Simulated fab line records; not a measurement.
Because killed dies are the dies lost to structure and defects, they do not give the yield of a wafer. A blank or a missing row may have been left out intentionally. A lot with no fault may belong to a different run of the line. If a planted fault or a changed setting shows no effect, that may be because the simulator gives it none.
Matching of chambers + flow n5_finfet + 4 sister chambers for N5_GATE_CUT_ALD_22 on ald_sin-03
The step deposits SiNx, target thk 16 nm, pulse time 1 s, ald cycles 320. 8 wafers are shown with their chamber, then 7 later ones without.

== WAFERS WITH THEIR CHAMBER ==
| wafer  | chamber | heater_power_w (W) | precursor_pulse_height_rel |
|--------|---------|--------------------|----------------------------|
| L077.2 | 0       | 910                | 1.000                      |
| L077.5 | 2       | 883                | 1.018                      |
| L077.6 | 1       | 790                | 1.006                      |
| L079.2 | 1       | 782                | 0.998                      |
| L079.3 | 3       | 754                | 0.995                      |
| L079.5 | 2       | 893                | 1.019                      |
| L083.2 | 3       | 717                | 0.999                      |
| L083.4 | 0       | 903                | 1.002                      |

== WAFERS WITH NO CHAMBER GIVEN ==
| wafer  | heater_power_w (W) | precursor_pulse_height_rel |
|--------|--------------------|----------------------------|
| L083.6 | 794                | 1.010                      |
| L088.1 | 888                | 0.965                      |
| L088.2 | 901                | 0.970                      |
| L088.3 | 749                | 1.045                      |
| L088.4 | 805                | 0.954                      |
| L088.5 | 897                | 1.015                      |
| L088.6 | 775                | 0.989                      |

== WHICH CHAMBER EACH WENT THROUGH ==
| wafer  | from the rows above          | in truth                   |
|--------|------------------------------|----------------------------|
| L083.6 | 1                            | 1                          |
| L088.1 | 0                            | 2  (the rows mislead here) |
| L088.2 | 0                            | 0                          |
| L088.3 | can't be placed: 2 or 1 or 3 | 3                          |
| L088.4 | can't be placed: 3 or 1      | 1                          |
| L088.5 | 2                            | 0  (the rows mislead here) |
| L088.6 | can't be placed: 3 or 1      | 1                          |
Placed correctly: 2 of 7. From these rows, 3 cannot be placed; in 3 the true chamber is one of the candidates. 2 placed wrongly.
How it was worked out, from the rows above alone: a wafer's distance from a chamber is the root of the sum, over the readings, of the square of ((its reading less the chamber's mean) divided by the reading's scatter). If the next closest chamber is less than 2 further off than the closest, the wafer can't be placed; otherwise it belongs to the closest. The mean given for a chamber averages the wafers shown for that chamber. How the scatter is found: for the shown wafers, subtract from each reading the mean of its chamber, square and add these, divide the total by (wafers less chambers), then take the root.
